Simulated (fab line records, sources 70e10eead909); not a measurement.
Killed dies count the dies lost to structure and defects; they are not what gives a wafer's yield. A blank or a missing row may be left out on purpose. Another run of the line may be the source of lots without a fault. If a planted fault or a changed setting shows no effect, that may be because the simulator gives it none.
Matching of chambers -- flow nand harc -- NHARC_A_SLIT_DESCUM_14 on rie diel-01 has 4 sister chambers
The step chemistry O2, time 3 s. 16 wafers are shown with their chamber, then 8 later ones without.

## EACH WAFER AND ITS CHAMBER
wafer,chamber,drypump motor current A (A),oes product au (a.u.),throttle valve pct (%)
L074.1,2,5.3,0.990,11.311
L074.4,0,5.9,1.015,11.312
L074.6,3,5.3,0.984,11.296
L080.1,0,5.9,1.021,11.316
L080.3,2,5.3,0.998,11.309
L080.5,0,5.9,1.021,11.306
L080.2,1,6.2,1.007,11.324
L080.4,3,5.2,0.990,11.308
L080.6,1,6.2,1.003,11.315
L081.2,3,5.3,0.985,11.293
L081.3,2,5.3,1.004,11.318
L081.5,0,5.9,1.027,11.308
L083.2,0,5.9,1.026,11.316
L083.4,3,5.3,0.994,11.308
L083.5,3,5.3,0.998,11.304
L092.4,0,5.8,1.009,11.302

SIGNATURES, as means of the wafers listed above
reading,chamber 0,chamber 1,chamber 2,chamber 3,scatter within a chamber
drypump motor current A,5.883,6.200,5.300,5.280,0.0369
oes product au,1.01983,1.00500,0.99733,0.99020,0.00633
throttle valve pct,11.31000,11.31950,11.31267,11.30180,0.00604
Rule: distance of a wafer from a chamber = root of the sum over the readings of ((wafer's reading minus chamber's mean) / reading's scatter) squared. If the next closest chamber is less than 2 further off than the closest, the wafer can't be placed; otherwise it belongs to the closest. The scatter: the root of (the sum of the squares of (reading less its chamber's mean) over the shown wafers, divided by (wafers less chambers)).

## WAFERS WITH NO CHAMBER GIVEN
wafer,drypump motor current A (A),oes product au (a.u.),throttle valve pct (%)
L092.5,5.9,1.019,11.297
L092.6,6.1,1.016,11.305
L094.1,5.8,1.012,11.322
L094.3,6.1,1.025,11.320
L094.4,5.3,1.022,11.302
L095.3,5.9,1.022,11.287
L095.5,6.2,1.012,11.310
L095.6,5.3,1.009,11.299

## CHAMBER TAKEN BY EACH
wafer,from the rows above,in truth
L092.5,0,0
L092.6,can't be placed: 1 or 0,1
L094.1,0,0
L094.3,can't be placed: 1 or 0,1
L094.4,can't be placed: 2 or 3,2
L095.3,0,0
L095.5,1,1
L095.6,can't be placed: 2 or 3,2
Placed correctly: 4 of 8. These rows do not allow placing 4 (true chamber among the candidates in 4). 0 placed wrongly.
